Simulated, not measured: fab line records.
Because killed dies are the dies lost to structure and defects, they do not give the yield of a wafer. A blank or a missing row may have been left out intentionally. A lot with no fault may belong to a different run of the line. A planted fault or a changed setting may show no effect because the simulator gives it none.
Chamber matching | flow nand-harc | 4 sister chambers for NHARC_A_STAIRCASE_DESCUM_270 on rie-diel-06
The step chemistry O2, time 3 s. 8 wafers are shown with their chamber, then 8 later ones without.

WAFERS WITH THEIR CHAMBER
wafer  | chamber | drypump-motor-current-A (A) | showerhead-plenum-p-Torr (Torr)
L078.6 | 2       | 5.5                         | 1.85
L085.1 | 2       | 5.6                         | 1.85
L085.2 | 1       | 5.4                         | 2.06
L085.3 | 3       | 4.8                         | 1.79
L089.2 | 0       | 6.0                         | 1.84
L089.3 | 3       | 4.8                         | 1.78
L089.4 | 1       | 5.4                         | 2.06
L087.1 | 0       | 6.0                         | 1.84

WAFERS WHOSE CHAMBER IS MISSING
wafer  | drypump-motor-current-A (A) | showerhead-plenum-p-Torr (Torr)
L087.2 | 4.8                         | 1.78
L087.6 | 4.8                         | 1.78
L092.4 | 5.9                         | 1.83
L092.5 | 5.6                         | 1.84
L092.6 | 5.4                         | 2.05
L093.2 | 5.4                         | 2.05
L093.4 | 5.6                         | 1.84
L093.6 | 5.6                         | 1.84

EACH ONE'S CHAMBER
wafer  | from the rows above | in truth
L087.2 | 3                   | 3
L087.6 | 3                   | 3
L092.4 | 0                   | 0
L092.5 | 2                   | 2
L092.6 | 1                   | 1
L093.2 | 1                   | 1
L093.4 | 2                   | 2
L093.6 | 2                   | 2
8 of 8 placed correctly. From these rows, 0 cannot be placed. Wrongly placed: 0.
How it was worked out, from the rows above alone: a wafer's distance from a chamber is the root of the sum, over the readings, of the square of ((its reading less the chamber's mean) divided by the reading's scatter). If the next closest chamber is less than 2 further off than the closest, the wafer can't be placed; otherwise it belongs to the closest. The mean given for a chamber averages the wafers shown for that chamber. The scatter: the root of (the sum of the squares of (reading less its chamber's mean) over the shown wafers, divided by (wafers less chambers)).
